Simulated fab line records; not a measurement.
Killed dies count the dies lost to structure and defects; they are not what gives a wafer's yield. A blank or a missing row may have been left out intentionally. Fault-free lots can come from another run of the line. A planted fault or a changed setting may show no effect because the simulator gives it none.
Which of the tools did it?	flow n5 finfet	72 wafers from 24 lots sampled at 6 of the route's 1938 steps

## WHAT THE GAUGES SHOWED, per wafer
No reading from a measuring or inspecting step in the record can be judged against a usual standard deviation.

## WHAT TOOL EACH LOT RAN ON (gives the tool, then ch and the chambers of the sampled wafers, and finally the start)
lot	N5_BEOL_M4_ANNEAL_89	N5_BEOL_M4_SPUTTER_90	N5_BEOL_M4_PRE_CLEAN_60	N5_BEOL_M5_CURE_79	N5_BEOL_M5_STRIP_64	N5_BEOL_M5_DESCUM_33
L075	pvd sputter-03, day 7 18:53	pvd sputter-03, day 7 19:01	cvd co-02 ch 0,1,2, day 7 20:35	uv cure-01 ch 2, day 7 22:00	rie diel-02 ch 0,2, day 8 00:25	rie diel-04 ch 1,2,3, day 8 03:26
L074	pvd sputter-03, day 7 23:52	pvd sputter-03, day 8 00:00	cvd co-02 ch 0,1,2, day 8 01:31	uv cure-01 ch 2, day 8 03:31	rie diel-03 ch 0,2,3, day 8 05:20	rie diel-04 ch 0,1,2, day 8 08:16
L076	pvd sputter-02, day 8 11:46	pvd sputter-02, day 8 11:55	cvd co-01 ch 0,1,2, day 8 13:23	uv cure-01 ch 1, day 8 14:47	rie diel-04 ch 1,2,3, day 8 17:11	rie diel-02 ch 0,1,2, day 8 19:28
L077	pvd sputter-03, day 8 18:46	pvd sputter-03, day 8 18:55	cvd co-01 ch 0,1,2, day 8 20:25	uv cure-01 ch 1, day 8 21:48	rie diel-04 ch 0,2, day 9 00:23	rie diel-04 ch 0,1, day 9 02:36
L078	pvd sputter-02, day 8 20:15	pvd sputter-02, day 8 20:23	cvd co-02 ch 0,1,2, day 8 21:52	uv cure-02 ch 0, day 8 23:10	rie diel-04 ch 1,2,3, day 9 03:11	rie diel-04 ch 0,1, day 9 04:08
L079	pvd sputter-01, day 9 01:13	pvd sputter-01, day 9 01:22	cvd co-02 ch 1,2, day 9 02:58	uv cure-03 ch 0, day 9 04:25	rie diel-03 ch 0,1,2, day 9 08:23	rie diel-04 ch 0,1,2, day 9 09:15
L080	pvd sputter-01, day 9 04:17	pvd sputter-01, day 9 04:25	cvd co-01 ch 0,2, day 9 05:54	uv cure-01 ch 2, day 9 09:06	rie diel-03 ch 0,1,2, day 9 10:26	rie diel-03 ch 0,2,3, day 9 11:07
L081	pvd sputter-02, day 9 07:50	pvd sputter-02, day 9 07:59	cvd co-02 ch 1,2, day 9 09:28	uv cure-03 ch 0, day 9 10:55	rie diel-03 ch 0,1,3, day 9 12:32	rie diel-02 ch 1,2, day 9 16:29
L082	pvd sputter-02, day 9 22:14	pvd sputter-02, day 9 22:22	cvd co-01 ch 0,2, day 10 00:16	uv cure-01 ch 2, day 10 01:35	rie diel-03 ch 0,1,2, day 10 03:14	rie diel-02 ch 1,3, day 10 03:53
L083	pvd sputter-02, day 10 01:14	pvd sputter-02, day 10 01:23	cvd co-01 ch 0,1,2, day 10 02:52	uv cure-03 ch 2, day 10 04:29	rie diel-03 ch 0,1,2, day 10 06:05	rie diel-03 ch 1,3, day 10 06:50
L084	pvd sputter-03, day 10 05:20	pvd sputter-03, day 10 05:29	cvd co-01 ch 0,2, day 10 07:20	uv cure-02 ch 1, day 10 08:44	rie diel-04 ch 0,1, day 10 10:35	rie diel-04 ch 1,2, day 10 11:35
L085	pvd sputter-03, day 10 08:07	pvd sputter-03, day 10 08:16	cvd co-01 ch 1,2, day 10 10:08	uv cure-02 ch 1, day 10 11:29	rie diel-02 ch 0,1,2, day 10 12:56	rie diel-02 ch 2,3, day 10 13:43
L087	pvd sputter-01, day 12 19:24	pvd sputter-01, day 12 19:32	cvd co-02 ch 0,2, day 12 21:02	uv cure-02 ch 0, day 12 22:20	rie diel-04 ch 0,1,3, day 13 00:52	rie diel-02 ch 0,1,3, day 13 02:34
L088	pvd sputter-01, day 13 08:01	pvd sputter-01, day 13 08:09	cvd co-01 ch 0,1,2, day 13 09:40	uv cure-03 ch 1, day 13 10:57	rie diel-03 ch 0,2,3, day 13 15:11	rie diel-03 ch 0,2,3, day 13 19:16
L086	pvd sputter-03, day 13 09:46	pvd sputter-03, day 13 09:54	cvd co-02 ch 0,1,2, day 13 11:23	uv cure-02 ch 0, day 13 12:41	rie diel-03 ch 0,2,3, day 13 15:39	rie diel-02 ch 0,1,3, day 13 19:13
L093	pvd sputter-03, day 13 13:26	pvd sputter-03, day 13 13:35	cvd co-01 ch 0,1,2, day 13 15:04	uv cure-01 ch 1, day 13 16:32	rie diel-02 ch 0,2,3, day 13 20:55	rie diel-03 ch 2,3, day 14 00:43
L089	pvd sputter-03, day 13 17:21	pvd sputter-03, day 13 17:29	cvd co-02 ch 0,1, day 13 18:58	uv cure-03 ch 0, day 13 20:26	rie diel-04 ch 2,3, day 13 21:43	rie diel-02 ch 0,2, day 14 01:03
L094	pvd sputter-02, day 13 19:01	pvd sputter-02, day 13 19:10	cvd co-02 ch 0,1, day 13 20:42	uv cure-01 ch 0, day 13 22:00	rie diel-02 ch 1,2,3, day 14 02:22	rie diel-04 ch 2,3, day 14 08:00
L096	pvd sputter-03, day 13 22:20	pvd sputter-03, day 13 22:29	cvd co-02 ch 1,2, day 13 23:58	uv cure-02 ch 1, day 14 01:16	rie diel-02 ch 0,1, day 14 04:27	rie diel-03 ch 2,3, day 14 08:03
L091	pvd sputter-01, day 14 07:35	pvd sputter-01, day 14 07:44	cvd co-01 ch 0,2, day 14 09:14	uv cure-03 ch 1, day 14 10:43	rie diel-02 ch 1,2, day 14 15:13	rie diel-02 ch 1,2,3, day 14 16:11
L090	pvd sputter-01, day 14 10:53	pvd sputter-01, day 14 11:02	cvd co-01 ch 0,2, day 14 12:31	uv cure-02 ch 2, day 14 13:56	rie diel-03 ch 0,3, day 14 15:25	rie diel-03 ch 0,2, day 14 16:25
L095	pvd sputter-01, day 14 13:13	pvd sputter-01, day 14 13:21	cvd co-01 ch 0,2, day 14 14:51	uv cure-01 ch 2, day 14 16:22	rie diel-02 ch 0,1,3, day 14 17:55	rie diel-03 ch 0,2,3, day 14 22:29
L092	pvd sputter-03, day 14 16:13	pvd sputter-03, day 14 16:22	cvd co-01 ch 0,2, day 14 17:55	uv cure-01 ch 1, day 14 19:17	rie diel-03 ch 0,2,3, day 14 23:31	rie diel-02 ch 0,1,2, day 15 03:10
L097	pvd sputter-03, day 14 18:08	pvd sputter-03, day 14 18:14	cvd co-02 ch 0,1,2, day 14 19:47	uv cure-03 ch 1, day 14 21:18	rie diel-04 ch 0,3, day 14 23:49	rie diel-02 ch 1,2, day 15 02:16
- N5_BEOL_M4_ANNEAL_89: time 240 s.
- N5_BEOL_M4_SPUTTER_90: material Cu, target thk 4.5 nm, time 8.29 s.
- N5_BEOL_M4_PRE_CLEAN_60: time 15 s.
- N5_BEOL_M5_CURE_79: cures SiCOH lowk, time 240 s.
- N5_BEOL_M5_STRIP_64: strips in CF4.
- N5_BEOL_M5_DESCUM_33: chemistry O2, time 7 s.

## WHAT THE TOOLS THEMSELVES READ (means of the sampled wafers that have a number; where no wafer has one, the mark that the record gives instead)
N5_BEOL_M4_ANNEAL_89.
lot	tool	heater power w (W)
L075	pvd sputter-03	940
L074	pvd sputter-03	881
L076	pvd sputter-02	846
L077	pvd sputter-03	876
L078	pvd sputter-02	835
L079	pvd sputter-01	822
L080	pvd sputter-01	877
L081	pvd sputter-02	827
L082	pvd sputter-02	803
L083	pvd sputter-02	828
L084	pvd sputter-03	836
L085	pvd sputter-03	879
L087	pvd sputter-01	903
L088	pvd sputter-01	867
L086	pvd sputter-03	882
L093	pvd sputter-03	880
L089	pvd sputter-03	930
L094	pvd sputter-02	805
L096	pvd sputter-03	874
L091	pvd sputter-01	845
L090	pvd sputter-01	812
L095	pvd sputter-01	898
L092	pvd sputter-03	813
L097	pvd sputter-03	862

N5_BEOL_M4_SPUTTER_90.
lot	tool	throttle valve pct (%)
L075	pvd sputter-03	29.6
L074	pvd sputter-03	30.6
L076	pvd sputter-02	29.9
L077	pvd sputter-03	30.2
L078	pvd sputter-02	29.9
L079	pvd sputter-01	30.0
L080	pvd sputter-01	31.0
L081	pvd sputter-02	29.8
L082	pvd sputter-02	30.3
L083	pvd sputter-02	29.4
L084	pvd sputter-03	30.3
L085	pvd sputter-03	30.3
L087	pvd sputter-01	31.5
L088	pvd sputter-01	31.1
L086	pvd sputter-03	30.0
L093	pvd sputter-03	29.9
L089	pvd sputter-03	29.9
L094	pvd sputter-02	30.7
L096	pvd sputter-03	30.3
L091	pvd sputter-01	30.2
L090	pvd sputter-01	30.2
L095	pvd sputter-01	31.3
L092	pvd sputter-03	29.9
L097	pvd sputter-03	29.6

N5_BEOL_M4_PRE_CLEAN_60.
lot	tool	heater power w (W)
L075	cvd co-02	86
L074	cvd co-02	88
L076	cvd co-01	89
L077	cvd co-01	89
L078	cvd co-02	87
L079	cvd co-02	106
L080	cvd co-01	82
L081	cvd co-02	92
L082	cvd co-01	92
L083	cvd co-01	89
L084	cvd co-01	82
L085	cvd co-01	97
L087	cvd co-02	70
L088	cvd co-01	90
L086	cvd co-02	86
L093	cvd co-01	90
L089	cvd co-02	102
L094	cvd co-02	102
L096	cvd co-02	93
L091	cvd co-01	93
L090	cvd co-01	82
L095	cvd co-01	94
L092	cvd co-01	82
L097	cvd co-02	87

N5_BEOL_M5_CURE_79.
lot	tool	lamp power pct (%)	wafer_temp_C_max
L075	uv cure-01	52.30	386.7
L074	uv cure-01	52.29	387.0
L076	uv cure-01	52.34	386.3
L077	uv cure-01	52.32	386.4
L078	uv cure-02	52.33	385.9
L079	uv cure-03	52.35	386.7
L080	uv cure-01	52.34	386.6
L081	uv cure-03	52.31	386.5
L082	uv cure-01	52.36	386.8
L083	uv cure-03	52.33	387.3
L084	uv cure-02	52.33	387.8
L085	uv cure-02	52.31	387.5
L087	uv cure-02	52.34	386.3
L088	uv cure-03	52.36	387.3
L086	uv cure-02	52.29	386.4
L093	uv cure-01	52.28	386.6
L089	uv cure-03	52.31	386.4
L094	uv cure-01	52.33	387.8
L096	uv cure-02	52.24	387.3
L091	uv cure-03	52.27	387.7
L090	uv cure-02	52.29	386.6
L095	uv cure-01	52.31	386.5
L092	uv cure-01	52.29	386.6
L097	uv cure-03	52.29	387.5

N5_BEOL_M5_STRIP_64.
lot	tool	drypump motor current A (A)	oes product au (a.u.)	rf vpp V (V)	showerhead plenum p Torr (Torr)	throttle valve pct (%)
L075	rie diel-02	6.3	0.81	271.8	1.81	13.39
L074	rie diel-03	5.6	0.70	270.7	1.78	13.96
L076	rie diel-04	5.8	0.80	270.0	1.75	13.49
L077	rie diel-04	5.7	0.71	272.4	1.79	13.69
L078	rie diel-04	5.8	0.79	270.4	1.75	13.49
L079	rie diel-03	5.5	0.77	271.1	1.78	13.82
L080	rie diel-03	5.5	0.78	270.6	1.78	13.83
L081	rie diel-03	5.5	0.86	271.6	1.80	13.58
L082	rie diel-03	5.4	0.76	271.1	1.78	13.84
L083	rie diel-03	5.4	0.76	271.1	1.78	13.84
L084	rie diel-04	5.4	0.75	269.9	1.75	13.66
L085	rie diel-02	6.3	0.74	271.0	1.79	13.52
L087	rie diel-04	5.7	0.76	270.2	1.75	13.59
L088	rie diel-03	5.6	0.82	271.2	1.77	13.66
L086	rie diel-03	5.6	0.83	270.7	1.77	13.65
L093	rie diel-02	6.0	0.77	272.7	1.83	13.54
L089	rie diel-04	6.0	0.92	270.8	1.76	13.18
L094	rie diel-02	6.1	0.76	271.7	1.83	13.48
L096	rie diel-02	6.3	0.68	270.6	1.77	13.71
L091	rie diel-02	6.4	0.72	271.5	1.78	13.52
L090	rie diel-03	5.6	0.80	270.4	1.79	13.64
L095	rie diel-02	6.1	0.72	272.3	1.81	13.62
L092	rie diel-03	5.6	0.81	270.2	1.77	13.67
L097	rie diel-04	5.8	0.78	270.3	1.74	13.50

N5_BEOL_M5_DESCUM_33.
lot	tool	drypump motor current A (A)	oes product au (a.u.)	rf vpp V (V)	showerhead plenum p Torr (Torr)	throttle valve pct (%)
L075	rie diel-04	5.8	0.81	242.0	2.06	20.40
L074	rie diel-04	5.6	0.75	242.2	2.06	20.45
L076	rie diel-02	6.4	0.76	243.7	2.10	20.35
L077	rie diel-04	5.4	0.78	242.6	2.04	20.50
L078	rie diel-04	5.4	0.77	242.5	2.04	20.50
L079	rie diel-04	5.6	0.74	242.6	2.06	20.45
L080	rie diel-03	5.6	0.79	242.8	2.07	20.59
L081	rie diel-02	6.4	0.76	242.9	2.11	20.36
L082	rie diel-02	5.8	0.82	244.3	2.18	20.36
L083	rie diel-03	5.4	0.93	243.5	2.13	20.33
L084	rie diel-04	5.6	0.76	242.7	2.04	20.47
L085	rie diel-02	6.1	0.85	244.0	2.18	20.37
L087	rie diel-02	6.1	0.75	243.4	2.12	20.39
L088	rie diel-03	5.6	0.83	243.6	2.06	20.49
L086	rie diel-02	6.1	0.73	244.1	2.12	20.41
L093	rie diel-03	5.7	0.89	242.6	2.10	20.31
L089	rie diel-02	6.3	0.73	242.8	2.09	20.42
L094	rie diel-04	6.0	0.92	242.4	2.06	20.17
L096	rie diel-03	5.7	0.88	243.7	2.10	20.32
L091	rie diel-02	6.1	0.78	243.8	2.14	20.41
L090	rie diel-03	5.5	0.78	241.0	2.01	20.66
L095	rie diel-03	5.6	0.82	242.9	2.06	20.49
L092	rie diel-02	6.3	0.73	243.0	2.09	20.41
L097	rie diel-02	6.4	0.73	242.7	2.09	20.42

## THE ANSWER, worked out from the rows above alone
Rule: what is usual is taken from the lots themselves. Put in order of their means at a reading, lots are off if they are a third of the lots or fewer, leave a main group of 4 or more, and stand apart from it by a gap of 3 or more times the standard deviation of the main group's means; of several such gaps the widest counts. A main group whose means are all the same, to the digits that the tables above print for the reading, isn't used. A lot without any number at a reading at which 4 lots or more have one is off too. All remaining lots with rows at the step are treated as sound. Order of review: gauges by route order, followed by the tools' own readings, for which a lot's mean as printed above is used. At the first step where some lot is off, the reading lying furthest off is the one used; lots without a number count as furthest.
No lot is off at any reading shown: from this, nothing can be told.

## WHAT THE SIMULATOR PUT IN
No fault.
